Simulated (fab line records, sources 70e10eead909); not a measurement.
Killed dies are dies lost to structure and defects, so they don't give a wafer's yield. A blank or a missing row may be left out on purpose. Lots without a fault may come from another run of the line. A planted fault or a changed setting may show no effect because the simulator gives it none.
Chamber matching | flow nand_harc | NHARC_A_STAIRCASE_TRIM_12 on rie_diel-07: 4 sister chambers
The step chemistry O2, time 211.2 s. 24 wafers are shown with their chamber, then 12 later ones without.

WAFERS WITH THEIR CHAMBER
wafer  | chamber | drypump_motor_current_A (A) | showerhead_plenum_p_Torr (Torr) | oes_product_au (a.u.)
L075.2 | 2       | 6.2                         | 3.46                            | 0.996
L075.3 | 0       | 5.3                         | 3.62                            | 1.012
L075.5 | 1       | 6.7                         | 3.52                            | 1.014
L077.2 | 1       | 6.7                         | 3.52                            | 1.021
L077.3 | 3       | 5.1                         | 3.55                            | 0.992
L077.5 | 0       | 5.3                         | 3.62                            | 1.015
L078.2 | 2       | 6.2                         | 3.46                            | 1.000
L078.4 | 3       | 5.1                         | 3.55                            | 0.983
L078.5 | 0       | 5.3                         | 3.62                            | 1.013
L078.1 | 1       | 6.7                         | 3.51                            | 1.021
L078.3 | 0       | 5.4                         | 3.62                            | 1.002
L078.6 | 3       | 5.1                         | 3.55                            | 0.991
L082.1 | 1       | 6.7                         | 3.51                            | 1.005
L082.4 | 2       | 6.2                         | 3.45                            | 0.993
L082.5 | 1       | 6.7                         | 3.51                            | 1.014
L086.1 | 2       | 6.2                         | 3.45                            | 0.998
L086.2 | 3       | 5.1                         | 3.54                            | 0.990
L086.3 | 0       | 5.3                         | 3.61                            | 1.016
L089.2 | 2       | 6.2                         | 3.44                            | 0.996
L089.3 | 3       | 5.1                         | 3.54                            | 0.978
L089.5 | 2       | 6.2                         | 3.44                            | 0.984
L091.1 | 2       | 6.2                         | 3.44                            | 1.005
L091.3 | 3       | 5.1                         | 3.54                            | 0.991
L091.4 | 0       | 5.3                         | 3.60                            | 1.016

SIGNATURES (means of the wafers above)
reading                  | chamber 0 | chamber 1 | chamber 2 | chamber 3 | scatter within a chamber
drypump_motor_current_A  | 5.317     | 6.700     | 6.200     | 5.100     | 0.0204
showerhead_plenum_p_Torr | 3.6150    | 3.5140    | 3.4486    | 3.5450    | 0.00744
oes_product_au           | 1.01233   | 1.01500   | 0.99600   | 0.98750   | 0.00604
Rule: a wafer's distance from a chamber is the root of the sum, over the readings, of the square of ((its reading less the chamber's mean) divided by the reading's scatter). The wafer belongs to the nearest chamber; if the next one is less than 2 further off, it can't be placed. The scatter: the root of (the sum of the squares of (reading less its chamber's mean) over the shown wafers, divided by (wafers less chambers)).

WAFERS WITHOUT THEIR CHAMBER
wafer  | drypump_motor_current_A (A) | showerhead_plenum_p_Torr (Torr) | oes_product_au (a.u.)
L091.2 | 6.6                         | 3.50                            | 1.020
L091.5 | 6.2                         | 3.44                            | 1.008
L091.6 | 5.1                         | 3.54                            | 0.996
L090.1 | 6.7                         | 3.50                            | 1.014
L090.4 | 6.2                         | 3.44                            | 1.011
L090.5 | 6.7                         | 3.50                            | 1.013
L095.3 | 6.7                         | 3.49                            | 1.006
L095.5 | 6.7                         | 3.49                            | 1.010
L095.6 | 5.3                         | 3.60                            | 1.001
L097.1 | 6.2                         | 3.44                            | 1.012
L097.2 | 5.1                         | 3.53                            | 0.981
L097.3 | 5.4                         | 3.59                            | 1.023

WHICH CHAMBER EACH WENT THROUGH
wafer  | from the rows above | in truth
L091.2 | 1                   | 1
L091.5 | 2                   | 2
L091.6 | 3                   | 3
L090.1 | 1                   | 1
L090.4 | 2                   | 2
L090.5 | 1                   | 1
L095.3 | 1                   | 1
L095.5 | 1                   | 1
L095.6 | 0                   | 0
L097.1 | 2                   | 2
L097.2 | 3                   | 3
L097.3 | 0                   | 0
Placed correctly: 12 of 12. Can't be placed from these rows: 0. Placed wrongly: 0.
